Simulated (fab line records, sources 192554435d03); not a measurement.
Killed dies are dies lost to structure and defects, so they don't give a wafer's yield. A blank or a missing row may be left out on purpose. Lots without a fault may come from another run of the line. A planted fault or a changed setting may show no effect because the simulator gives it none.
Chamber matching | flow n5_finfet | N5_BEOL_M6_STRIP_67 on rie_diel-02: 4 sister chambers
The step strips in CF4. 14 wafers are shown with their chamber, then 7 later ones without.

WAFERS WITH THEIR CHAMBER
wafer  | chamber | showerhead_plenum_p_Torr (Torr) | drypump_motor_current_A (A) | oes_product_au (a.u.)
L880.1 | 0       | 1.64                            | 6.4                         | 0.75
L880.3 | 1       | 1.85                            | 5.4                         | 0.73
L880.5 | 0       | 1.64                            | 6.3                         | 0.74
L887.2 | 2       | 1.77                            | 5.8                         | 0.91
L887.3 | 3       | 1.74                            | 6.0                         | 0.82
L887.5 | 2       | 1.77                            | 5.8                         | 0.92
L895.1 | 2       | 1.77                            | 5.8                         | 0.88
L895.2 | 1       | 1.84                            | 5.3                         | 0.71
L895.6 | 3       | 1.73                            | 6.0                         | 0.80
L899.1 | 1       | 1.84                            | 5.4                         | 0.70
L899.5 | 3       | 1.73                            | 6.0                         | 0.80
L899.6 | 0       | 1.63                            | 6.3                         | 0.71
L900.1 | 0       | 1.63                            | 6.4                         | 0.71
L900.2 | 1       | 1.83                            | 5.4                         | 0.70

SIGNATURES (means of the wafers above)
reading                  | chamber 0 | chamber 1 | chamber 2 | chamber 3 | scatter within a chamber
showerhead_plenum_p_Torr | 1.6350    | 1.8400    | 1.7700    | 1.7333    | 0.00606
drypump_motor_current_A  | 6.350     | 5.375     | 5.800     | 6.000     | 0.0418
oes_product_au           | 0.7275    | 0.7100    | 0.9033    | 0.8067    | 0.0173
Rule: a wafer's distance from a chamber is the root of the sum, over the readings, of the square of ((its reading less the chamber's mean) divided by the reading's scatter). The wafer belongs to the nearest chamber; if the next one is less than 2 further off, it can't be placed. The scatter: the root of (the sum of the squares of (reading less its chamber's mean) over the shown wafers, divided by (wafers less chambers)).

WAFERS WITHOUT THEIR CHAMBER
wafer  | showerhead_plenum_p_Torr (Torr) | drypump_motor_current_A (A) | oes_product_au (a.u.)
L900.4 | 1.76                            | 5.8                         | 0.85
L901.2 | 1.73                            | 5.9                         | 0.79
L901.3 | 1.83                            | 5.4                         | 0.70
L901.5 | 1.73                            | 5.9                         | 0.78
L902.1 | 1.73                            | 6.0                         | 0.78
L902.3 | 1.63                            | 6.3                         | 0.71
L902.5 | 1.83                            | 5.4                         | 0.69

WHICH CHAMBER EACH WENT THROUGH
wafer  | from the rows above | in truth
L900.4 | 2                   | 2
L901.2 | 3                   | 3
L901.3 | 1                   | 1
L901.5 | 3                   | 3
L902.1 | 3                   | 3
L902.3 | 0                   | 0
L902.5 | 1                   | 1
Placed correctly: 7 of 7. Can't be placed from these rows: 0. Placed wrongly: 0.
